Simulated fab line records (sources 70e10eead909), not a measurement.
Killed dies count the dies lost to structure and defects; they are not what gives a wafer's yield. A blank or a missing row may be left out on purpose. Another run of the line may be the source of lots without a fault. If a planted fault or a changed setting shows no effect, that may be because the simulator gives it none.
fab line records	flow nand-harc
record lots=13	wafers=37	last-day=24
route steps=1159 shown A_CONTACT@843 THIN_TSV@1102 END@1158
lots that met no fault: from a run of the same line without faults
start-h: the number of hours between the record's first day and the start of the first shown wafer of the lot	wait-h: how many hours have passed since the lot's step before this one	" identical to the entry in the row above	L1.1+2: several wafers, shown together as one row	- no value, or no start given	* or withheld: withheld	< > ~ a bound
route shown NAME@n: names a module that has steps shown in the file, with the first one's number in the route	usual: mean/standard deviation taken from wafers without a fault	same: alike in all rows	chamber/n: place in a boat	sites: the reading at each site	_std_site: standard deviation across them	_edge_site: outer sites' mean less inner sites'	radius-mm: for every site, how far away it sits from the centre of the wafer	mask NAME#n: copy n	behind: the tool/chamber that last shaped the wafer	hold: reason for holding the lot/hours on hold/outcome of the hold	device: whichever transistor did not switch (one of n, p or np)	end of line: at the end of the route, the tests of the same wafers	a step without rows: its recipe alone	killed: at the first sort, the dies lost to defects and structure; wafer yield is something else	map: per-die view of a wafer (x killed, . not killed, _ where there is no die)
set.NAME: the setting that was run; set.NAME@STEP: the one run at that earlier step	model.NAME: the simulator's own value behind a step, which no gauge read
one table for each step of the route and one row for each wafer, over a sample of lots
services: from which hour (start-h, from the record's first day; less than 0 if before it) a tool's chamber was out of use, for how many hours, and why
## steps
# step NHARC_A_CONTACT_DEP_29
# recipe target-thk-a=700	target-thk-nm=70	temp-c=400	pressure-torr=3.5	flow-sccm=200	rf-w=350	material=SiON
# usual heater-power-w=725/88
lot.wafer	tool	chamber	start-h	wait-h	heater-power-w
L895.1	pecvd-01	2	368.16	1.9	590
L895.4	"	1	"	"	783
L895.5	"	2	"	"	608
L897.3	pecvd-03	1	395.29	1.2	664
L897.4	"	2	"	"	758
L897.5	"	0	"	"	686
L899.2	pecvd-03	2	399.52	1.5	721
L899.1	"	1	"	"	701
L899.6	"	1	"	"	699
L902.2	pecvd-03	2	407.45	1.5	663
L902.5	"	1	"	"	695
L901.1	pecvd-03	1	413.45	2.0	671
L901.2	"	2	"	"	727
L914.2	pecvd-01	1	470.89	1.5	795
L914.4	"	2	"	"	658
L914.6	"	0	"	"	751
L909.3	pecvd-01	2	472.28	1.2	597
L909.4	"	0	"	"	742
L909.6	"	2	"	"	616
L911.1	pecvd-02	0	475.76	1.8	840
L911.3	"	1	"	"	698
L911.2	"	2	"	"	863
L913.1	pecvd-01	2	477.56	1.9	555
L913.3	"	0	"	"	765
L913.4	"	0	"	"	790
L917.3	pecvd-01	0	483.71	1.2	707
L917.1	"	1	"	"	902
L917.5	"	2	"	"	627
L915.1	pecvd-02	2	483.94	1.9	836
L915.2	"	1	"	"	778
L915.5	"	1	"	"	776
L916.2	pecvd-03	0	494.44	1.5	649
L916.6	"	1	"	"	702
L916.4	"	0	"	"	671
L918.1	pecvd-02	2	513.10	1.9	854
L918.3	"	0	"	"	820
L918.2	"	1	"	"	778
# step NHARC_THIN_TSV_CMP_01
# recipe target-thk-um=3
# usual motor-current-A=12.2/0.83	slurry-flow-ml-min=150.0/0.46
lot.wafer	tool	chamber	start-h	wait-h	motor-current-A	slurry-flow-ml-min
L895.4	cmp-04	1	443.91	0.5	11.9	150.2
L895.1	"	2	"	"	13.1	150.3
L895.5	"	0	"	"	12.3	150.3
L897.3	cmp-04	2	446.95	0.6	12.6	150.1
L897.4	"	0	"	"	12.2	149.7
L897.5	"	1	"	"	11.0	150.3
L899.1	cmp-04	0	454.61	1.1	12.0	149.9
L899.2	"	1	"	"	11.7	150.4
L899.6	"	3	"	"	12.6	150.1
L902.2	cmp-04	3	470.28	0.8	12.4	149.5
L902.5	"	2	"	"	13.0	149.6
L901.2	cmp-04	0	479.26	0.9	12.5	150.2
L901.1	"	2	"	"	12.7	149.6
L914.4	cmp-02	3	532.44	0.5	11.5	149.1
L914.2	"	1	"	"	12.5	150.2
L914.6	"	3	"	"	11.6	149.7
L909.4	cmp-01	0	533.60	0.4	12.3	149.2
L909.3	"	2	"	"	12.8	149.7
L909.6	"	1	"	"	13.8	150.0
L911.2	cmp-04	0	534.83	0.9	12.5	150.0
L911.3	"	1	"	"	10.6	150.3
L911.1	"	2	"	"	12.9	149.8
L913.3	cmp-02	0	536.03	0.6	14.0	149.6
L913.4	"	1	"	"	12.1	149.6
L913.1	"	2	"	"	11.2	149.9
L917.1	cmp-01	1	540.06	1.0	14.2	150.8
L917.3	"	2	"	"	12.8	150.1
L917.5	"	2	"	"	13.0	150.4
L915.1	cmp-02	2	541.27	1.0	10.5	150.8
L915.2	"	0	"	"	14.1	149.5
L915.5	"	3	"	"	12.0	149.2
L916.2	cmp-04	3	548.47	0.9	11.9	150.6
L916.4	"	1	"	"	12.0	150.5
L916.6	"	2	"	"	12.5	150.6
L918.2	cmp-04	2	562.54	0.8	13.0	150.1
L918.3	"	3	"	"	12.2	149.1
L918.1	"	1	"	"	11.1	150.2
# step NHARC_THIN_TSV_DEP_47
# recipe target-thk-a=2000	temp-c=withheld	pressure-torr=6.5	rf-w=900	teos-flow-sccm=161.4	flow-sccm=2650	target-thk-nm=200	gas=O2	material=SiO2
# usual throttle-valve-pct=16.1/0.5
lot.wafer	tool	chamber	start-h	wait-h	throttle-valve-pct
L895.1	pecvd-03	0	448.08	-	16.5
L895.4	"	0	"	"	16.6
L895.5	"	1	"	"	15.8
L897.3	pecvd-04	0	449.99	-	15.8
L897.4	"	0	"	"	15.8
L897.5	"	1	"	"	16.0
L899.1	pecvd-04	2	457.63	-	16.5
L899.2	"	1	"	"	16.0
L899.6	"	2	"	"	16.7
L902.2	pecvd-02	0	473.42	-	16.4
L902.5	"	1	"	"	16.9
L901.1	pecvd-04	0	482.60	-	15.9
L901.2	"	1	"	"	16.0
L914.2	pecvd-02	2	535.67	-	15.0
L914.6	"	0	"	"	16.7
L914.4	"	2	"	"	15.0
L909.3	pecvd-03	0	536.84	-	16.4
L909.6	"	1	"	"	15.8
L909.4	"	2	"	"	15.8
L911.1	pecvd-04	2	538.48	-	16.7
L911.2	"	0	"	"	15.9
L911.3	"	1	"	"	16.4
L913.3	pecvd-02	2	539.03	-	15.2
L913.1	"	0	"	"	16.5
L913.4	"	0	"	"	16.3
L917.1	pecvd-03	1	544.92	-	15.6
L917.3	"	0	"	"	16.4
L917.5	"	2	"	"	16.2
L915.2	pecvd-02	0	546.10	-	16.6
L915.1	"	1	"	"	16.7
L915.5	"	1	"	"	16.9
L916.2	pecvd-04	0	551.68	-	15.7
L916.6	"	0	"	"	16.1
L916.4	"	2	"	"	16.8
L918.2	pecvd-03	0	566.31	-	16.2
L918.3	"	1	"	"	15.9
L918.1	"	2	"	"	15.7
# step NHARC_END_WLT_00
# usual VT_DECK1_BOTTOM=0.871/0.0092	VT_DECK1_BOTTOM_INNER=0.871/0.0092	VT_DECK1_MEDIAN_NEAR_BOTTOM=0.872/0.0092	VT_DECK1_MEDIAN_NEAR_BOTTOM_INNER=0.872/0.0092	VT_DECK1_MIDDLE=0.884/0.009	VT_DECK1_MIDDLE_INNER=0.884/0.0095	VT_DECK1_TOP=0.895/0.0089	VT_DECK1_TOP_INNER=0.896/0.009
lot.wafer	tool	chamber	start-h	wait-h	VT_DECK1_BOTTOM	VT_DECK1_BOTTOM_INNER	VT_DECK1_MEDIAN_NEAR_BOTTOM	VT_DECK1_MEDIAN_NEAR_BOTTOM_INNER	VT_DECK1_MIDDLE	VT_DECK1_MIDDLE_INNER	VT_DECK1_TOP	VT_DECK1_TOP_INNER
L897.3	prober-01	-	461.68	3.2	0.878	0.865	0.877	0.871	0.887	0.889	0.909	0.894
L897.4	"	-	"	"	0.865	0.868	0.867	0.878	0.886	0.892	0.897	0.893
L897.5	"	-	"	"	0.867	0.870	0.870	0.869	0.892	0.883	0.902	0.901
L895.1	prober-02	-	468.52	10.1	0.879	0.887	0.888	0.887	0.892	0.898	0.908	0.904
L895.4	"	-	470.03	11.6	0.874	0.881	0.876	0.875	0.888	0.890	0.908	0.908
L895.5	"	-	"	"	0.892	0.890	0.893	0.891	0.902	0.903	0.907	0.913
L899.1	prober-02	-	476.25	9.3	0.869	0.867	0.870	0.870	0.885	0.883	0.889	0.897
L899.2	"	-	"	"	0.870	0.870	0.868	0.868	0.881	0.893	0.894	0.900
L899.6	"	-	478.72	11.7	0.869	0.870	0.869	0.866	0.875	0.874	0.890	0.897
L902.2	prober-01	-	484.71	1.3	0.889	0.886	0.886	0.890	0.905	0.901	0.899	0.917
L902.5	"	-	486.19	2.7	0.883	0.886	0.887	0.885	0.900	0.902	0.913	0.905
L901.1	prober-02	-	500.22	7.8	0.880	0.883	0.882	0.875	0.899	0.893	0.904	0.911
L901.2	"	-	"	"	0.883	0.883	0.874	0.885	0.887	0.902	0.906	0.905
L914.2	prober-01	-	545.45	0.5	0.876	0.875	0.875	0.878	0.878	0.886	0.897	0.893
L914.4	"	-	546.45	1.6	0.867	0.879	0.868	0.870	0.880	0.879	0.889	0.892
L914.6	"	-	547.46	2.6	0.873	0.878	0.877	0.875	0.886	0.879	0.893	0.905
L911.1	prober-01	-	552.77	2.1	0.876	0.873	0.879	0.883	0.883	0.891	0.894	0.900
L911.2	"	-	"	"	0.872	0.865	0.872	0.875	0.886	0.883	0.900	0.902
L911.3	"	-	"	"	0.869	0.871	0.871	0.874	0.891	0.885	0.889	0.905
L909.3	prober-02	-	553.71	8.8	0.871	0.874	0.877	0.872	0.884	0.883	0.896	0.905
L909.4	"	-	"	"	0.870	0.860	0.871	0.863	0.887	0.887	0.896	0.894
L909.6	"	-	555.24	10.3	0.875	0.875	0.874	0.871	0.881	0.874	0.902	0.895
L913.1	prober-02	-	560.53	9.8	0.869	0.866	0.869	0.870	0.884	0.885	0.888	0.891
L913.3	"	-	"	"	0.868	0.868	0.871	0.868	0.879	0.885	0.890	0.899
L913.4	"	-	"	"	0.864	0.870	0.871	0.867	0.879	0.881	0.888	0.890
L917.1	prober-01	-	560.63	4.8	0.866	0.874	0.877	0.868	0.885	0.890	0.894	0.891
L917.3	"	-	561.64	5.8	0.863	0.868	0.874	0.875	0.879	0.883	0.890	0.898
L917.5	"	-	562.66	6.8	0.876	0.873	0.880	0.866	0.878	0.884	0.893	0.888
L915.1	prober-02	-	568.26	12.5	0.882	0.880	0.880	0.879	0.876	0.888	0.887	0.896
L915.2	"	-	"	"	0.875	0.873	0.878	0.875	0.889	0.891	0.899	0.891
L915.5	"	-	570.30	14.5	0.873	0.872	0.870	0.876	0.882	0.884	0.892	0.890
L916.2	prober-01	-	568.92	7.2	0.871	0.870	0.867	0.868	0.882	0.883	0.900	0.900
L916.4	"	-	569.93	8.3	0.878	0.874	0.869	0.879	0.886	0.875	0.894	0.898
L916.6	"	-	570.94	9.3	0.864	0.864	0.872	0.864	0.884	0.877	0.900	0.897
L918.1	prober-02	-	576.43	0.1	0.862	0.851	0.866	0.858	0.879	0.870	0.887	0.888
L918.2	"	-	"	"	0.855	0.855	0.858	0.863	0.867	0.875	0.888	0.885
L918.3	"	-	"	"	0.859	0.859	0.861	0.856	0.867	0.862	0.890	0.878
# step NHARC_END_SORT_01
# recipe temp-c=25
# usual killed-at-array=29/9.4	killed-at-other=0.7/1.3	killed-at-periphery=2.9/2.1	killed-dies=32/9	killed-open=3.3/1.8	killed-short=1.9/1.4
# same gross-dies=677
lot.wafer	tool	chamber	start-h	wait-h	killed-at-array	killed-at-other	killed-at-periphery	killed-dies	killed-open	killed-short
L902.2	prober-01	0	488.00	2.8	64	1	1	66	2	1
L902.5	prober-01	0	490.47	3.8	30	1	2	33	3	1
L901.1	prober-02	0	503.22	2.5	18	2	6	26	4	5
L901.2	prober-02	0	504.03	2.8	107	0	6	113	7	4
# killed by level:class
L902.2 A_CONTACT:area-dep=24 A_CHANNEL_HOLE_D1:chamber-film-flake=16 A_SLIT:chamber-film-flake=12 A_STAIRCASE:chamber-film-flake=5 A_WL_FILL:chamber-film-flake=3 P_M0:geometric-particle:open=1 A_CHANNEL_FILL_D1:geometric-particle:short=1 A_M0:geometric-particle:open=1
L902.5 A_SLIT:chamber-film-flake=12 A_CHANNEL_HOLE_D1:chamber-film-flake=9 A_CONTACT:chamber-film-flake=4 A_WL_FILL:geometric-particle:open=2 A_M0:geometric-particle:open=1 A_M0:geometric-particle:short=1 P_ZERO_WELL:chamber-film-flake=1 P_CONTACT:chamber-film-flake=1
L901.1 A_CHANNEL_HOLE_D1:chamber-film-flake=4 A_CONTACT:chamber-film-flake=3 A_CONTACT:geometric-particle:open=2 P_STI:chamber-film-flake=2 P_CONTACT:chamber-film-flake=2 A_ZERO_WELL:chamber-film-flake=2 P_GATE:geometric-particle:open=1 A_CHANNEL_FILL_D1:geometric-particle:open=1
L901.2 A_CONTACT:area-dep=85 A_CONTACT:chamber-film-flake=6 A_CHANNEL_HOLE_D1:chamber-film-flake=4 A_CHANNEL_FILL_D1:geometric-particle:open=3 A_STAIRCASE:chamber-film-flake=3 A_CONTACT:geometric-particle:short=2 P_ZERO_WELL:chamber-film-flake=2 P_STI:chamber-film-flake=2
## services
tool	chamber	start-h	hours	kind
pecvd-01	-	348.78	1.0	repair
cmp-02	-	366.11	5.5	repair
cmp-02	-	372.02	1.8	repair
cmp-04	-	374.02	1.0	repair
pecvd-04	-	376.27	13.0	pm
cmp-04	-	378.30	2.3	repair
cmp-01	-	380.34	4.0	pm
pecvd-04	0	394.79	4.1	repair
cmp-04	-	399.00	4.0	pm
cmp-01	-	417.54	3.8	repair
pecvd-01	-	418.19	13.0	pm
cmp-02	-	422.66	4.0	pm
pecvd-04	0	424.00	3.4	repair
cmp-02	-	438.51	0.9	repair
cmp-01	-	449.54	2.0	repair
pecvd-03	-	473.39	13.0	pm
pecvd-03	0	473.39	13.0	vent-cycle
pecvd-03	1	473.39	13.0	vent-cycle
cmp-01	-	478.34	4.0	pm
cmp-04	-	497.00	4.0	pm
pecvd-02	-	515.59	13.0	pm
cmp-02	-	520.66	4.0	pm
pecvd-01	2	535.02	1.7	repair
pecvd-04	-	557.38	13.0	pm
## key
first-sign step=NHARC_END_SORT_01	reading=killed-dies	direction=up	sigmas=6.4	usual=32	struck=90
effect step=NHARC_END_SORT_01	reading=killed-at-array	direction=up	sigmas=6	usual=29	struck=86
more-kills-born-at NHARC_A_CONTACT_DEP_29@pecvd-03=109
met-at NHARC_A_CONTACT_DEP_29
struck-lots L901,L902
struck-wafers L901.2,L902.2
tester-left-out L901,L902
not-acting-at NHARC_THIN_TSV_CMP_01,NHARC_THIN_TSV_DEP_47,NHARC_END_WLT_00
onset-between 399.52 407.45
fault kind=process-parameter-drift	tool=pecvd-03	chamber=-	onset-h=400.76	steps=NHARC_A_CONTACT_DEP_29	channel=target-thk-a	offset=*	shape=step	end-h=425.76	scope=struck-wafers-only	acts-in=*	stated=*
# tester-left-out: of these lots the tester's yield and bins aren't shown, on N5 and GAA mostly nor the transistor test; their killed dies are dies lost to structure and defects alone, not to doping, threshold or leakage, so they don't give the yield
